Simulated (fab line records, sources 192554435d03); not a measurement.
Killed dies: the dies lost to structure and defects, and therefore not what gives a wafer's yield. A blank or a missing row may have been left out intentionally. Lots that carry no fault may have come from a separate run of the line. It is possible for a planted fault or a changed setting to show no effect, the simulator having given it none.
A lot that was struck, set against a sound lot | flow n5_finfet | 41 steps out of a route of 1938
Sound: wafers L488.3, L488.4. Wafers L499.1, L499.2, L499.4 were the ones struck. The cause is named last.
Each step with rows lists, per side, the tool, then ch with its chambers, then its first start. Under that, the readings that differ: sound wafers | struck wafers | difference of the means | sigmas: that difference in standard deviations of wafers without a fault.
alike: a reading whose means differ by less than 2 such deviations, as well as words and numbers matching on both sides. not compared: withheld readings; readings where some wafer has no value; bounds like >300 that might hide an equal value; numbers whose values overlap and for which the record gives no deviation.
A row with sigmas, a row that says differs or no value, or rows on one side alone: a step with any of these is where the two part. Numbers that don't overlap but have no deviation are shown without sigmas and don't part them. Lack of a reading on every wafer of one side parts them only where that side has two or more wafers.

first, 2 steps without rows for these wafers: N5_MOL_CONTACT_COAG_ETCH_59 (etches underlayer in N2/H2, target depth 13 nm, time 10.4 s); N5_MOL_CONTACT_COAG_ETCH_105 (etches SiARC in CF4, target depth 15.6 nm, time 26 s).
N5_MOL_CONTACT_COAG_ETCH_106: etches SOC in N2/H2, target depth 80 nm, overetch 16 nm, time 120 s.
  sound on rie_diel-02 ch 0,3, day 5 16:07; struck on rie_diel-06 ch 1,2,3, day 8 05:14
  alike: bias_w, drypump_motor_current_A, oes_product_au, rf_vpp_V, showerhead_plenum_p_Torr, temp_c, throttle_valve_pct
  not compared: rf_hours_counter_h
then, 7 steps without rows for these wafers: N5_MOL_CONTACT_COAG_STRIP_107 (strips in N2/H2); N5_MOL_CONTACT_COAG_STRIP_108 (strips in N2/H2); N5_MOL_CONTACT_COAG_CONTACT_ETCH_14 (etches SiO2 in C4F6/O2, target depth 27.5 nm, overetch 8.5 nm, time 20 s); N5_MOL_CONTACT_COAG_STRIP_109 (strips in C4F6/O2); N5_MOL_CONTACT_COAG_ETCH_15 (etches SiNx in CH3F/O2, stops on Si:P, target depth 7 nm); N5_MOL_CONTACT_COAG_ETCH_110 (etches Si in CF4/O2, target depth 2.5 nm, time 8 s); N5_MOL_CONTACT_COAG_STRIP_98 (strips in N2/H2).
N5_MOL_CONTACT_COAG_CD_MEAS_99: the cd target is 17.2 nm.
  sound on cd_sem-03, day 5 16:26; struck on cd_sem-03, day 8 05:33
  alike: cd_nm
then, 1 step without rows for these wafers: N5_MOL_CONTACT_COAG_IMPLANT_129.
N5_MOL_CONTACT_COAG_PRECLEAN_111: cleans in NF3:NH3, afs cycles 1, time 20 s, sublimation time 60 s.
  sound on remote_plasma-01 ch 1, day 5 17:56; struck on remote_plasma-02 ch 0, day 8 05:48
  alike: temp_c
then, 1 step without rows for these wafers: N5_MOL_CONTACT_COAG_TI_SIL_19 (material Ti, target thk 4.2 nm, time 15 s).
N5_MOL_CONTACT_COAG_ALD_20: deposits TiN, target thk 1.5 nm, pulse time 1 s, purge time 3 s.
  sound on ald_metal-02 ch 0,1, day 5 18:14; struck on ald_metal-01 ch 0,1,3, day 8 06:10
  alike: heater_power_w, precursor_pulse_height_rel
then, 2 steps without rows for these wafers: N5_MOL_CONTACT_COAG_SIL_ANNEAL_21 (time 60 s); N5_MOL_CONTACT_COAG_PRE_CLEAN_141 (time 60 s).
N5_MOL_CONTACT_COAG_SPUTTER_143: material Co, target thk 2.5 nm.
  sound on pvd_sputter-01, day 5 19:23; struck on pvd_sputter-03, day 8 10:45
  alike: throttle_valve_pct
N5_MOL_CONTACT_COAG_CO_FILL_22: material Co, precursor CCTBA/H2, target thk 20 nm.
  sound on cvd_co-01 ch 0,2, day 5 19:47; struck on cvd_co-02 ch 1,2, day 8 10:52
  alike: heater_power_w
then, 5 steps without rows for these wafers: N5_MOL_CONTACT_COAG_ANNEAL_113 (time 300 s); N5_MOL_CONTACT_COAG_PRE_CLEAN_142 (time 60 s); N5_MOL_CONTACT_COAG_SPUTTER_130 (material Co, target thk 47.5 nm); N5_MOL_CONTACT_COAG_PRECLEAN_125 (cleans in DIW, time 57.5 s); N5_MOL_CONTACT_COAG_SRD_126 (dry time 32 s).
N5_MOL_CONTACT_COAG_CMP_23: polishes, stops on SiO2, t overpolish 1.5 s, target thk 0 nm.
  sound on cmp-04 ch 2,3, day 5 22:19; struck on cmp-03 ch 0,2,3, day 8 14:53
  alike: head_pressure_psi, motor_current_A, overpolish_run_s, time_to_endpoint_s
then, 4 steps without rows for these wafers: N5_MOL_CONTACT_COAG_WET_ETCH_26 (target Co, target depth 13 nm); N5_MOL_CONTACT_COAG_WET_ETCH_116 (etches the open film in SC1-inhibited, target depth 4.6 nm, rinse time 30 s); N5_MOL_CONTACT_COAG_ALD_27 (deposits SiOC, target thk 17 nm, pulse time 1.5 s, time 2720 s); N5_MOL_CONTACT_COAG_CMP_28 (polishes, stops on SiNx, t overpolish 0.85 s, target thk 14.522 nm).
N5_MOL_CONTACT_COAG_THK_MEAS_29:
  sound on film_metro-02, day 6 01:39; struck on film_metro-02, day 8 18:46
  alike: MD_CAP_THK
then, 10 steps without rows for these wafers: N5_MOL_CONTACT_COAG_ALD_123 (deposits SiNx, target thk 5 nm, pulse time 1 s, purge time 2 s); N5_MOL_CONTACT_COAG_PECVD_31 (deposits SiO2 from TEOS/O2, target thk 46 nm, time 8.9 s); N5_MOL_CONTACT_COAG_COAT_75 (time 60 s, resist thk 60 nm); N5_MOL_CONTACT_COAG_COAT_76 (time 60 s, resist thk 10 nm); N5_MOL_CONTACT_COAG_COAT_77 (time 60 s, resist thk 10 nm); N5_MOL_CONTACT_COAG_COAT_78 (resist thk 40 nm); N5_MOL_CONTACT_COAG_EBR_80; N5_MOL_CONTACT_COAG_SOFTBAKE_79 (time 60 s); N5_MOL_CONTACT_COAG_EXPOSE_81 (exposes mask VG, defocus 0 nm); N5_MOL_CONTACT_COAG_PEB_82 (peb time 60 s).
-- here the record skips 9 days between the struck wafers' starts before and after, leaving off in module MOL_CONTACT_COAG and picking up in module PASSIVATION (first step shown: number 1936 of the route) --
N5_PASSIVATION_PROBE_49:
  the record has rows for the struck wafers here (prober-01, day 17 13:55) and none for the sound ones

== WHERE THEY PART ==
At N5_PASSIVATION_PROBE_49 and nowhere else, as far as this record goes.

WHY: what the simulator had put in
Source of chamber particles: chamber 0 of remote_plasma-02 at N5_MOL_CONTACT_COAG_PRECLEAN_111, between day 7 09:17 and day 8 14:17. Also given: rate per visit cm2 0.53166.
